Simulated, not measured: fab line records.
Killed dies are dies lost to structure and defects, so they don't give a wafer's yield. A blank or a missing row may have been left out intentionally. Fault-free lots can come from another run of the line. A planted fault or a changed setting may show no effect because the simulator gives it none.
Chamber matching | flow n5 finfet | N5_HKMG_FIN_DESCUM_17 on rie diel-04 has 4 sister chambers
The step chemistry O2, time 7.9 s. 4 wafers are shown with their chamber, then 12 later ones without.

== WAFERS WITH THEIR CHAMBER ==
wafer  | chamber | throttle valve pct (%)
L084.2 | 1       | 20.57
L085.2 | 0       | 19.89
L085.3 | 2       | 20.05
L085.4 | 3       | 20.39

== WAFERS WHOSE CHAMBER IS MISSING ==
wafer  | throttle valve pct (%)
L087.2 | 20.59
L087.3 | 20.42
L087.6 | 20.06
L089.3 | 20.06
L089.5 | 20.40
L089.6 | 20.07
L090.2 | 20.05
L090.5 | 20.58
L090.6 | 20.08
L093.3 | 20.10
L093.4 | 20.44
L093.6 | 20.59

== WHICH CHAMBER EACH ONE RAN IN ==
wafer  | from the rows above | in truth
L087.2 | 1                   | 1
L087.3 | 3                   | 3
L087.6 | 2                   | 2
L089.3 | 2                   | 2
L089.5 | 3                   | 3
L089.6 | 2                   | 2
L090.2 | 2                   | 2
L090.5 | 1                   | 1
L090.6 | 2                   | 2
L093.3 | 2                   | 2
L093.4 | 3                   | 3
L093.6 | 1                   | 1
Correctly placed: 12 of 12. From these rows, 0 cannot be placed. 0 placed wrongly.
How it was worked out, from the rows above alone: a wafer's distance from a chamber is the root of the sum, over the readings, of the square of ((its reading less the chamber's mean) divided by the reading's scatter). If the next closest chamber is less than 2 further off than the closest, the wafer can't be placed; otherwise it belongs to the closest. A chamber's mean is the mean of its shown wafers. The scatter (one wafer shown for each chamber): square how far every hidden wafer sits from the nearest shown wafer, average those squares and take the square root.
